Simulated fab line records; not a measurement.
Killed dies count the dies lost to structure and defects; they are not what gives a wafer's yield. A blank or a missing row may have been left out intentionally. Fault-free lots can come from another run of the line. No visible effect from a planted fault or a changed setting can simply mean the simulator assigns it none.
Problem report in the 8D (eight disciplines) form, filled by code	flow n5Finfet	the parts of the form that need people (team, actions taken, sign-off) are left out

== 1. WHAT WENT WRONG ==
spinSpeedRpm at N5_BEOL_M1_COAT_67 reads a mean of 1458.1 rpm on 6 wafers of 2 lots; wafers without a fault read 1500.2 rpm with a standard deviation of 1.1. That is -38 standard deviations from the usual mean.
The step: time 60 s, resist thk 60 nm.
Earliest sighting: wafer L609.2 on lithoTrack-05 at day 8 11:27. Wafers with a number at this step in the record: 30, from 10 lots. Rule for "out", or "out of limits": more than 4 standard deviations from the usual mean. The rest of the wafers with a number are treated as sound.

== 2. WHAT IT IS, AND WHAT IT ISN'T ==
question	is	is not
which readings at this step	spinSpeedRpm	resistLineTempC
which lots	L609, L610	L602, L607, L613, L614, L617, L619, L621, L622
which wafers of those lots	all that have a number	-
read on which tools	lithoTrack-05	lithoTrack-02
when	from day 8 11:27	up to then (6 sound wafers); but 18 sound wafers of L613, L614, L617, L619, L621, L622 came after

== 3. SUSPECTS, AND WHAT RULES EACH OUT ==
Counting: a tool at any process step up to the reading remains a suspect when it ran all the lots that are out and ran no sound lot after the first of those.
- lithoTrack-05 at N5_BEOL_M1_COAT_67 (time 60 s, resist thk 60 nm): kept. Every lot that is out went through it, starting with L609 (day 8 11:27), and after that it ran no sound lot; the last sound lot it ran before then is L607 (day 8 07:43). Its own spinSpeedRpm readings are out on those wafers.
Left after counting: lithoTrack-05 at N5_BEOL_M1_COAT_67.

== 4. THE CAUSE (what the simulator had put in) ==
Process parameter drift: lithoTrack-05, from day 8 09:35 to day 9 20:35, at N5_BEOL_M1_COAT_67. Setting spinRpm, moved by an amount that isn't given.
After counting, this tool was the only one left.

== 5. THE CHAIN OF EFFECTS, in route order ==
Each row: a reading whose mean over the struck wafers that have a number lies more than 3 standard deviations from the usual. Readings are gone through only where the record gives a usual standard deviation; hours: the median, over the lots, of the time from a lot's start at the first step in this table giving one to that lot's start at this step; sigmas: the change measured in usual standard deviations.
hours	step	reading	usual	on struck wafers	change	sigmas
0	N5_BEOL_M1_COAT_67	spinSpeedRpm	1500.2 rpm	1458.1	-42.1	-38
Here are the process steps it includes:
- N5_BEOL_M1_COAT_67: time 60 s, resist thk 60 nm.
At these later measuring or inspecting steps, every struck wafer for which the step has a row has a number for every such reading, and none has moved that far: N5_BEOL_M1_OVL_MEAS_29, N5_BEOL_M4_RC_MEAS_101.

== 6. HOW IT WOULD HAVE BEEN CAUGHT EARLIER ==
In this record no reading fell out of limits until day 8 11:27, 2 hours after the fault had begun at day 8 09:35.
